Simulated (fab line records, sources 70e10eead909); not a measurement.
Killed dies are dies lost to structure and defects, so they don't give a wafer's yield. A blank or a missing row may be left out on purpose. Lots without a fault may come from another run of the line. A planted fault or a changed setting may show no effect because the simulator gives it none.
Which tool did it? | flow nand_harc | 24 lots, 72 wafers sampled, at 3 steps of a route of 1302

WHAT THE GAUGES READ, wafer by wafer
NHARC_A_WL_FILL_INSPECT_15.
lot  | measured     | on                | raw_defect_count
L074 | day 20 18:58 | defect_inspect-02 | 425 461 345
L075 | day 21 13:16 | defect_inspect-02 | 228 282 344
L076 | day 22 00:04 | defect_inspect-02 | 344 429 373
L077 | day 22 13:52 | defect_inspect-02 | 458 459 355
L078 | day 22 14:01 | defect_inspect-02 | 473 827 525
L080 | day 23 06:57 | defect_inspect-01 | 393 548 481
L079 | day 23 11:55 | defect_inspect-02 | 456 410 352
L081 | day 24 15:29 | defect_inspect-02 | 544 379 410
L082 | day 24 11:36 | defect_inspect-02 | 331 326 273
L085 | day 25 12:04 | defect_inspect-01 | 299 414 404
L083 | day 25 09:28 | defect_inspect-01 | 333 481 335
L084 | day 25 12:07 | defect_inspect-02 | 551 495 497
L086 | day 26 00:31 | defect_inspect-02 | 327 337 279
L088 | day 26 18:37 | defect_inspect-01 | 545 614 601
L087 | day 27 09:43 | defect_inspect-01 | 446 384 432
L090 | day 27 15:44 | defect_inspect-01 | 681 516 634
L089 | day 27 23:04 | defect_inspect-02 | 673 500 646
L092 | day 28 14:46 | defect_inspect-02 | 351 380 360
L091 | day 28 14:38 | defect_inspect-01 | 572 542 606
L093 | day 29 07:11 | defect_inspect-02 | 560 599 418
L094 | day 29 07:14 | defect_inspect-02 | 443 457 247
L095 | day 29 20:09 | defect_inspect-02 | 416 536 637
L097 | day 30 08:34 | defect_inspect-01 | 544 722 639
L096 | day 30 08:35 | defect_inspect-02 | 456 367 404

WHICH TOOL RAN EACH LOT (tool, then ch and the chambers of the sampled wafers, then the start)
lot  | NHARC_A_WL_FILL_CVD_03        | NHARC_A_WL_FILL_STRIP_27
L074 | cvd_w-01 ch 0,1, day 20 02:14 | plasma_asher-01 ch 0,1, day 20 02:59
L075 | cvd_w-01 ch 0,1, day 20 17:01 | plasma_asher-02 ch 0,1, day 20 17:44
L076 | cvd_w-02 ch 0,1, day 21 06:25 | plasma_asher-01 ch 0,1, day 21 07:11
L077 | cvd_w-02 ch 0,1, day 21 18:20 | plasma_asher-02 ch 0,1, day 21 19:03
L078 | cvd_w-01 ch 0,1, day 21 22:59 | plasma_asher-01 ch 0,1, day 21 23:50
L080 | cvd_w-02 ch 0,1, day 22 13:12 | plasma_asher-02 ch 0,1, day 22 13:57
L079 | cvd_w-01 ch 0, day 22 17:04   | plasma_asher-02 ch 0,1, day 22 17:49
L081 | cvd_w-01 ch 1, day 23 17:28   | plasma_asher-01 ch 0,1, day 23 18:32
L082 | cvd_w-01 ch 1, day 23 18:11   | plasma_asher-01 ch 0,1, day 23 19:09
L085 | cvd_w-02 ch 0,1, day 24 13:47 | plasma_asher-02 ch 0,1, day 24 14:38
L083 | cvd_w-01 ch 0,1, day 24 13:52 | plasma_asher-01 ch 0,1, day 24 14:34
L084 | cvd_w-01 ch 0,1, day 24 17:28 | plasma_asher-02 ch 0,1, day 24 18:13
L086 | cvd_w-01 ch 0,1, day 25 05:00 | plasma_asher-01 ch 0,1, day 25 05:51
L088 | cvd_w-02 ch 0,1, day 25 21:39 | plasma_asher-02 ch 0,1, day 25 22:25
L087 | cvd_w-02 ch 0,1, day 26 13:10 | plasma_asher-01 ch 0,1, day 26 13:49
L090 | cvd_w-02 ch 0,1, day 26 22:51 | plasma_asher-01 ch 0,1, day 26 23:36
L089 | cvd_w-01 ch 0,1, day 27 04:30 | plasma_asher-01 ch 0,1, day 27 05:31
L092 | cvd_w-01 ch 0, day 27 20:23   | plasma_asher-02 ch 0,1, day 27 21:10
L091 | cvd_w-02 ch 0,1, day 27 20:38 | plasma_asher-01 ch 0,1, day 27 21:20
L093 | cvd_w-01 ch 1, day 28 14:11   | plasma_asher-01 ch 0,1, day 28 15:05
L094 | cvd_w-02 ch 0,1, day 28 14:19 | plasma_asher-02 ch 0,1, day 28 15:02
L095 | cvd_w-02 ch 0,1, day 29 00:05 | plasma_asher-02 ch 0,1, day 29 00:51
L097 | cvd_w-01 ch 1, day 29 15:32   | plasma_asher-01 ch 1, day 29 16:22
L096 | cvd_w-02 ch 0,1, day 29 15:34 | plasma_asher-01 ch 0,1, day 29 16:16
- NHARC_A_WL_FILL_CVD_03: deposits W, target thk 40 nm, time 279 s.
- NHARC_A_WL_FILL_STRIP_27: strips in N2/H2, time 20 s.

WHAT THE TOOLS THEMSELVES READ (means of the sampled wafers that have a number; where no wafer has one, the mark that the record gives instead)
NHARC_A_WL_FILL_CVD_03.
lot  | tool     | heater_power_w (W) | throttle_valve_pct (%)
L074 | cvd_w-01 | 474                | 8.31
L075 | cvd_w-01 | 475                | 8.31
L076 | cvd_w-02 | 526                | 7.99
L077 | cvd_w-02 | 528                | 7.94
L078 | cvd_w-01 | 492                | 8.48
L080 | cvd_w-02 | 555                | 8.12
L079 | cvd_w-01 | 450                | 8.16
L081 | cvd_w-01 | 511                | 8.47
L082 | cvd_w-01 | 512                | 8.37
L085 | cvd_w-02 | 566                | 8.09
L083 | cvd_w-01 | 478                | 8.27
L084 | cvd_w-01 | 466                | 8.00
L086 | cvd_w-01 | 471                | 8.12
L088 | cvd_w-02 | 532                | 7.98
L087 | cvd_w-02 | 538                | 8.09
L090 | cvd_w-02 | 565                | 8.18
L089 | cvd_w-01 | 476                | 8.28
L092 | cvd_w-01 | 452                | 8.03
L091 | cvd_w-02 | 513                | 7.91
L093 | cvd_w-01 | 485                | 8.26
L094 | cvd_w-02 | 508                | 7.92
L095 | cvd_w-02 | 551                | 7.67
L097 | cvd_w-01 | 482                | 8.43
L096 | cvd_w-02 | 504                | 7.93

NHARC_A_WL_FILL_STRIP_27.
lot  | tool            | drypump_motor_current_A (A) | heater_power_w (W)
L074 | plasma_asher-01 | 6.0                         | 350
L075 | plasma_asher-02 | 5.4                         | 318
L076 | plasma_asher-01 | 6.1                         | 345
L077 | plasma_asher-02 | 5.4                         | 319
L078 | plasma_asher-01 | 6.3                         | 355
L080 | plasma_asher-02 | 5.4                         | 321
L079 | plasma_asher-02 | 5.3                         | 350
L081 | plasma_asher-01 | 6.3                         | 363
L082 | plasma_asher-01 | 6.1                         | 342
L085 | plasma_asher-02 | 5.4                         | 321
L083 | plasma_asher-01 | 6.3                         | 360
L084 | plasma_asher-02 | 5.3                         | 343
L086 | plasma_asher-01 | 6.3                         | 360
L088 | plasma_asher-02 | 5.3                         | 345
L087 | plasma_asher-01 | 6.3                         | 357
L090 | plasma_asher-01 | 6.3                         | 363
L089 | plasma_asher-01 | 6.3                         | 357
L092 | plasma_asher-02 | 5.3                         | 342
L091 | plasma_asher-01 | 6.1                         | 351
L093 | plasma_asher-01 | 6.1                         | 345
L094 | plasma_asher-02 | 5.3                         | 339
L095 | plasma_asher-02 | 5.4                         | 324
L097 | plasma_asher-01 | 6.6                         | 377
L096 | plasma_asher-01 | 6.3                         | 355

THE ANSWER, worked out from the rows above alone
Rule: what is usual is taken from the lots themselves. Put in order of their means at a reading, lots are off if they are a third of the lots or fewer, leave a main group of 4 or more, and stand apart from it by a gap of 3 or more times the standard deviation of the main group's means; of several such gaps the widest counts. A main group whose means are all the same, to the digits that the tables above print for the reading, isn't used. A lot without any number at a reading at which 4 lots or more have one is off too. The other lots that the step has rows for count as sound. The gauges are gone through in route order, then the tools' own readings, and for those a lot's mean is taken as printed above. The first step at which some lot is off is used, and at that step the reading that is off furthest; a lot without a number counts as furthest.
No lot is off at any reading shown: from this, nothing can be told.

WHAT THE SIMULATOR HAD PUT IN
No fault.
